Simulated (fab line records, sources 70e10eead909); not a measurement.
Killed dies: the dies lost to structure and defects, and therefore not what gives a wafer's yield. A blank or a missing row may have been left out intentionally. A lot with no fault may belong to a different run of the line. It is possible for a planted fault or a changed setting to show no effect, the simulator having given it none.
Chamber matching | flow nand_harc | cmp-02 running NHARC_THIN_TSV_CMP_21: 4 sister chambers
The step polishes, t overpolish 30 s, target thk 2000 nm. 14 wafers are shown with their chamber, then 7 later ones without.

WAFERS WITH THEIR CHAMBER
wafer  | chamber | motor_current_A (A) | slurry_filter_dp_kPa (kPa) | overpolish_run_s (s)
L191.1 | 0       | 8.9                 | 13.46                      | 29.992
L191.5 | 2       | 12.9                | 13.31                      | 29.990
L191.6 | 1       | 12.1                | 13.75                      | 29.995
L193.1 | 0       | 8.7                 | 13.57                      | 30.014
L193.3 | 1       | 12.5                | 13.49                      | 30.005
L193.5 | 3       | 12.5                | 13.52                      | 30.005
L197.1 | 1       | 12.5                | 13.56                      | 29.992
L197.4 | 0       | 9.2                 | 13.44                      | 30.002
L197.5 | 1       | 12.5                | 13.51                      | 29.996
L202.3 | 2       | 12.2                | 13.28                      | 30.005
L202.5 | 3       | 12.4                | 13.75                      | 29.996
L202.6 | 0       | 9.0                 | 13.51                      | 29.997
L201.3 | 3       | 12.5                | 13.45                      | 29.996
L201.4 | 1       | 12.9                | 13.77                      | 30.004

SIGNATURES (averages over the wafers above)
reading              | chamber 0 | chamber 1 | chamber 2 | chamber 3 | scatter within a chamber
motor_current_A      | 8.950     | 12.500    | 12.550    | 12.467    | 0.265
slurry_filter_dp_kPa | 13.4950   | 13.6160   | 13.2950   | 13.5733   | 0.115
overpolish_run_s     | 30.00125  | 29.99840  | 29.99750  | 29.99900  | 0.00753
Rule: a wafer's distance from a chamber is the root of the sum, over the readings, of the square of ((its reading less the chamber's mean) divided by the reading's scatter). The wafer belongs to the nearest chamber; if the next one is less than 2 further off, it can't be placed. The scatter is the square root of a quotient: the sum, over the shown wafers, of each reading's squared deviation from its chamber's mean, divided by wafers minus chambers.

WAFERS MISSING THEIR CHAMBER
wafer  | motor_current_A (A) | slurry_filter_dp_kPa (kPa) | overpolish_run_s (s)
L201.6 | 12.3                | 13.39                      | 29.989
L204.2 | 12.3                | 13.40                      | 29.985
L204.5 | 12.1                | 13.56                      | 30.002
L204.6 | 13.0                | 13.66                      | 29.999
L213.2 | 11.7                | 13.56                      | 29.994
L213.3 | 12.8                | 13.47                      | 29.999
L213.5 | 12.7                | 13.55                      | 30.001

CHAMBER TAKEN BY EACH
wafer  | from the rows above          | in truth
L201.6 | can't be placed: 2 or 3 or 1 | 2
L204.2 | can't be placed: 2 or 3 or 1 | 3
L204.5 | can't be placed: 3 or 1 or 2 | 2
L204.6 | can't be placed: 1 or 3 or 2 | 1
L213.2 | can't be placed: 3 or 1 or 2 | 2
L213.3 | can't be placed: 3 or 1 or 2 | 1
L213.5 | can't be placed: 3 or 1 or 2 | 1
Correct placement for 0 of the 7. Not placeable from these rows: 7 (in 7, the candidates include the true chamber). 0 placed wrongly.
